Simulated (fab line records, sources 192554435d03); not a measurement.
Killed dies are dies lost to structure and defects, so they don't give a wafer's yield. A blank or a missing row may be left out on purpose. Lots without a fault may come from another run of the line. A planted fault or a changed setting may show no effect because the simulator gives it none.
Which tool did it? | flow n5_finfet | 10 lots, 30 wafers sampled, at 5 steps of a route of 1938

WHAT THE GAUGES READ, wafer by wafer
N5_HKMG_FIN_THK_MEAS_70: measures by xrf. Usual: HK_THK 1.534 nm, standard deviation 0.021.
lot  | measured    | on            | HK_THK (nm)       | flag
L200 | day 5 09:25 | film_metro-01 | 1.572 1.547 1.554 |
L201 | day 5 12:10 | film_metro-01 | 1.537 1.542 1.525 |
L209 | day 7 14:10 | film_metro-01 | 1.516 1.539 1.509 |
L212 | day 8 07:23 | film_metro-01 | 1.508 1.521 1.537 |
L213 | day 8 14:27 | film_metro-01 | 1.545 1.529 1.547 |
L215 | day 9 01:11 | film_metro-01 | 1.550 1.536 1.542 |
L216 | day 9 01:22 | film_metro-02 | 1.533 1.562 1.554 |
L217 | day 9 09:42 | film_metro-01 | 1.520 1.529 1.533 |
L219 | day 9 18:34 | film_metro-02 | 1.493 1.564 1.534 |
L218 | day 9 20:46 | film_metro-01 | 1.532 1.524 1.508 |

N5_BEOL_M4_RC_MEAS_101. Usual: DIBL_N 35.8 mV/V, standard deviation 1.6; DIBL_P 36.0 mV/V, standard deviation 1.9; IOFF_N 0.151 nA/um, standard deviation 0.029; IOFF_P 0.21 nA/um, standard deviation 0.037; ION_N 673 uA/um, standard deviation 12; ION_P 463 uA/um, standard deviation 7.3; SS_N 71.5 mV/dec, standard deviation 0.58; SS_P 73.2 mV/dec, standard deviation 0.61; VT_N 251 mV, standard deviation 3.3; VT_P -250 mV, standard deviation 3.3.
lot  | measured     | on        | DIBL_N (mV/V)  | DIBL_P (mV/V)  | IOFF_N (nA/um)    | IOFF_P (nA/um) | ION_N (uA/um) | ION_P (uA/um) | SS_N (mV/dec)  | SS_P (mV/dec)  | VT_N (mV)   | VT_P (mV)      | flag
L209 | day 11 17:49 | prober-02 | 35.3 34.6 37.0 | 37.5 36.7 39.5 | 0.143 0.137 0.182 | 0.23 0.21 0.26 | 660 670 686   | 466 467 472   | 70.9 71.1 72.6 | 73.9 72.3 73.8 | 253 250 250 | -247 -250 -247 |
L212 | day 12 14:29 | prober-02 | 35.2 38.9 35.8 | 33.6 39.2 35.5 | 0.151 0.229 0.163 | 0.21 0.31 0.24 | 688 695 678   | 470 476 470   | 71.8 71.9 72.0 | 73.0 74.0 73.4 | 250 244 248 | -247 -245 -246 |
L213 | day 12 13:26 | prober-01 | 33.5 34.4 33.5 | 33.6 34.1 32.7 | 0.129 0.130 0.115 | 0.17 0.18 0.17 | 672 676 656   | 457 465 456   | 70.5 70.6 70.9 | 72.7 72.7 72.2 | 254 253 255 | -252 -252 -252 |
L215 | day 12 20:47 | prober-02 | 35.8 33.0 35.1 | 36.4 32.9 35.1 | 0.151 0.107 0.144 | 0.23 0.17 0.21 | 665 649 672   | 460 454 461   | 71.4 70.8 71.1 | 72.8 72.0 73.1 | 251 252 252 | -247 -252 -250 |
L216 | day 13 10:53 | prober-01 | 34.1 38.7 34.6 | 35.2 39.7 37.3 | 0.132 0.234 0.162 | 0.18 0.26 0.22 | 647 708 687   | 459 469 470   | 71.3 72.9 72.3 | 73.8 74.2 73.6 | 253 244 246 | -253 -247 -254 |
L217 | day 13 18:34 | prober-01 | 37.7 36.0 35.0 | 38.0 36.1 33.9 | 0.210 0.178 0.142 | 0.29 0.24 0.20 | 692 681 678   | 477 473 467   | 72.4 71.2 71.7 | 73.5 73.3 72.5 | 247 246 250 | -245 -248 -250 |
L219 | day 14 02:34 | prober-01 | 34.7 35.3 34.8 | 35.1 36.0 35.4 | 0.136 0.142 0.128 | 0.19 0.21 0.20 | 671 664 660   | 457 459 456   | 70.9 71.9 71.4 | 72.2 73.1 72.6 | 252 252 254 | -252 -251 -253 |
L218 | day 14 02:12 | prober-02 | 38.5 35.4 36.8 | 38.6 35.1 37.2 | 0.170 0.135 0.166 | 0.23 0.19 0.22 | 670 671 679   | 464 456 461   | 72.0 71.2 71.5 | 73.9 72.6 73.7 | 251 250 250 | -251 -253 -249 |

WHICH TOOL RAN EACH LOT (tool, then ch and the chambers of the sampled wafers, then the start)
lot  | N5_HKMG_FIN_STRIP_57              | N5_HKMG_FIN_ALD_36                 | N5_HKMG_FIN_ETCH_86
L200 | rie_diel-04 ch 0,1,3, day 5 07:16 | ald_metal-04 ch 0,3, day 5 09:08   | rie_diel-03 ch 2,3, day 5 12:07
L201 | rie_diel-03 ch 0,1,3, day 5 10:02 | ald_metal-01 ch 0,2, day 5 11:53   | rie_diel-03 ch 0,1,3, day 5 14:31
L209 | rie_diel-04 ch 1,2,3, day 7 11:51 | ald_metal-02 ch 0,1,2, day 7 13:53 | rie_diel-04 ch 1,2,3, day 7 16:50
L212 | rie_diel-04 ch 1,3, day 8 05:12   | ald_metal-01 ch 0,1,2, day 8 07:07 | rie_diel-03 ch 0,1,3, day 8 09:38
L213 | rie_diel-02 ch 0,2, day 8 12:18   | ald_metal-01 ch 0,3, day 8 14:10   | rie_diel-03 ch 1,2, day 8 16:46
L215 | rie_diel-02 ch 1,3, day 8 23:04   | ald_metal-04 ch 0,1, day 9 00:54   | rie_diel-04 ch 0,2,3, day 9 04:00
L216 | rie_diel-03 ch 0,1,2, day 8 23:10 | ald_metal-02 ch 0,1, day 9 01:05   | rie_diel-02 ch 0,2, day 9 04:05
L217 | rie_diel-02 ch 0,1,2, day 9 07:22 | ald_metal-01 ch 0,1,2, day 9 09:25 | rie_diel-04 ch 0,2,3, day 9 11:59
L219 | rie_diel-02 ch 0,2,3, day 9 16:25 | ald_metal-02 ch 0,2, day 9 18:17   | rie_diel-03 ch 1,2,3, day 9 20:50
L218 | rie_diel-03 ch 0,2,3, day 9 18:38 | ald_metal-02 ch 1,2, day 9 20:29   | rie_diel-04 ch 1,2, day 9 23:05
- N5_HKMG_FIN_STRIP_57: strips in CF4.
- N5_HKMG_FIN_ALD_36: deposits TiN, target thk 1 nm, pulse time 1 s, purge time 3 s.
- N5_HKMG_FIN_ETCH_86: etches SOC in N2/H2, stops on TiN, target depth 393.2 nm.

WHAT THE TOOLS THEMSELVES READ (means of the sampled wafers that have a number; where no wafer has one, the mark that the record gives instead)
N5_HKMG_FIN_STRIP_57. Usual: drypump_motor_current_A 5.8 A, standard deviation 0.5; oes_product_au 0.75 a.u., standard deviation 0.075; rf_vpp_V 270.7 V, standard deviation 1.5; showerhead_plenum_p_Torr 1.78 Torr, standard deviation 0.052; throttle_valve_pct 13.61 %, standard deviation 0.2.
lot  | tool        | drypump_motor_current_A (A) | oes_product_au (a.u.) | rf_vpp_V (V) | showerhead_plenum_p_Torr (Torr) | throttle_valve_pct (%) | flag
L200 | rie_diel-04 | 6.5                         | 0.77                  | 270.6        | 1.77                            | 13.66                  |
L201 | rie_diel-03 | 5.5                         | 0.77                  | 270.6        | 1.77                            | 13.53                  |
L209 | rie_diel-04 | 6.1                         | 0.77                  | 270.1        | 1.76                            | 13.63                  |
L212 | rie_diel-04 | 6.3                         | 0.73                  | 271.4        | 1.78                            | 13.59                  |
L213 | rie_diel-02 | 5.3                         | 0.70                  | 269.7        | 1.77                            | 13.71                  |
L215 | rie_diel-02 | 6.0                         | 0.71                  | 271.4        | 1.82                            | 13.56                  |
L216 | rie_diel-03 | 5.4                         | 0.77                  | 270.7        | 1.80                            | 13.43                  |
L217 | rie_diel-02 | 5.6                         | 0.70                  | 271.3        | 1.79                            | 13.71                  |
L219 | rie_diel-02 | 5.4                         | 0.71                  | 270.3        | 1.77                            | 13.69                  |
L218 | rie_diel-03 | 5.6                         | 0.81                  | 271.3        | 1.83                            | 13.42                  |

N5_HKMG_FIN_ALD_36. Usual: heater_power_w 851 W, standard deviation 76; precursor_pulse_height_rel 0.999, standard deviation 0.021; susceptor_temp_C 400.01 C, standard deviation 0.24.
lot  | tool         | heater_power_w (W) | precursor_pulse_height_rel | susceptor_temp_C (C) | flag
L200 | ald_metal-04 | 870                | 1.013                      | 400.12               |
L201 | ald_metal-01 | 807                | 0.983                      | 399.86               |
L209 | ald_metal-02 | 859                | 0.994                      | 399.90               |
L212 | ald_metal-01 | 847                | 0.977                      | 399.94               |
L213 | ald_metal-01 | 795                | 0.984                      | 399.91               |
L215 | ald_metal-04 | 958                | 1.000                      | 399.91               |
L216 | ald_metal-02 | 848                | 1.002                      | 399.97               |
L217 | ald_metal-01 | 864                | 0.999                      | 400.01               |
L219 | ald_metal-02 | 855                | 1.003                      | 400.22               |
L218 | ald_metal-02 | 874                | 1.003                      | 399.88               |

N5_HKMG_FIN_ETCH_86. Usual: bias_w 61.02 W, standard deviation 0.17; chamber_pressure_mTorr 30.005 mTorr, standard deviation 0.028; drypump_motor_current_A 5.8 A, standard deviation 0.47; n2_flow_sccm 200.0 sccm, standard deviation 0.66; oes_product_au 0.77 a.u., standard deviation 0.085; rf_vpp_V 240.6 V, standard deviation 1.4; showerhead_plenum_p_Torr 2.53 Torr, standard deviation 0.093; throttle_valve_pct 17.79 %, standard deviation 0.23.
lot  | tool        | bias_w (W) | chamber_pressure_mTorr (mTorr) | drypump_motor_current_A (A) | n2_flow_sccm (sccm) | oes_product_au (a.u.) | rf_vpp_V (V) | showerhead_plenum_p_Torr (Torr) | throttle_valve_pct (%) | flag
L200 | rie_diel-03 | -          | -                              | -                           | -                   | -                     | -            | -                               | -                      | OFF
L201 | rie_diel-03 | -          | -                              | -                           | -                   | -                     | -            | -                               | -                      | OFF
L209 | rie_diel-04 | 60.88      | 30.011                         | 6.1                         | 200.2               | 0.76                  | 240.8        | 2.50                            | 17.81                  |
L212 | rie_diel-03 | 61.03      | 30.002                         | 5.5                         | 199.8               | 0.84                  | 242.3        | 2.61                            | 17.67                  |
L213 | rie_diel-03 | 61.06      | 30.020                         | 5.3                         | 200.0               | 0.81                  | 241.1        | 2.57                            | 17.53                  |
L215 | rie_diel-04 | 61.09      | 30.016                         | 6.2                         | 199.6               | 0.83                  | 241.4        | 2.57                            | 17.87                  |
L216 | rie_diel-02 | 61.02      | 29.985                         | 5.3                         | 199.2               | 0.71                  | 239.4        | 2.48                            | 17.83                  |
L217 | rie_diel-04 | 61.17      | 30.002                         | 6.2                         | 200.2               | 0.82                  | 240.5        | 2.57                            | 17.86                  |
L219 | rie_diel-03 | 61.06      | 30.001                         | 5.5                         | 200.3               | 0.84                  | 241.8        | 2.61                            | 17.56                  |
L218 | rie_diel-04 | 60.93      | 30.029                         | 6.1                         | 200.0               | 0.87                  | 239.2        | 2.46                            | 17.58                  |

THE ANSWER, worked out from the rows above alone
Rule: a lot is off if the mean of its wafers that have a number lies more than 3 standard deviations from the usual mean. A lot without any number at a reading at which 4 lots or more have one is off too. The other lots that the step has rows for count as sound. The gauges are gone through in route order, then the tools' own readings, and for those a lot's mean is taken as printed above. The first step at which some lot is off is used, and at that step the reading that is off furthest; a lot without a number counts as furthest.
Off: L200, L201, at N5_HKMG_FIN_ETCH_86 (bias_w). Without a number there: L200, L201.
A tool fits if, at that step or a process step before it, it ran every lot that is off, and no sound lot after the first of them. None of those tried fits.

WHAT THE SIMULATOR HAD PUT IN
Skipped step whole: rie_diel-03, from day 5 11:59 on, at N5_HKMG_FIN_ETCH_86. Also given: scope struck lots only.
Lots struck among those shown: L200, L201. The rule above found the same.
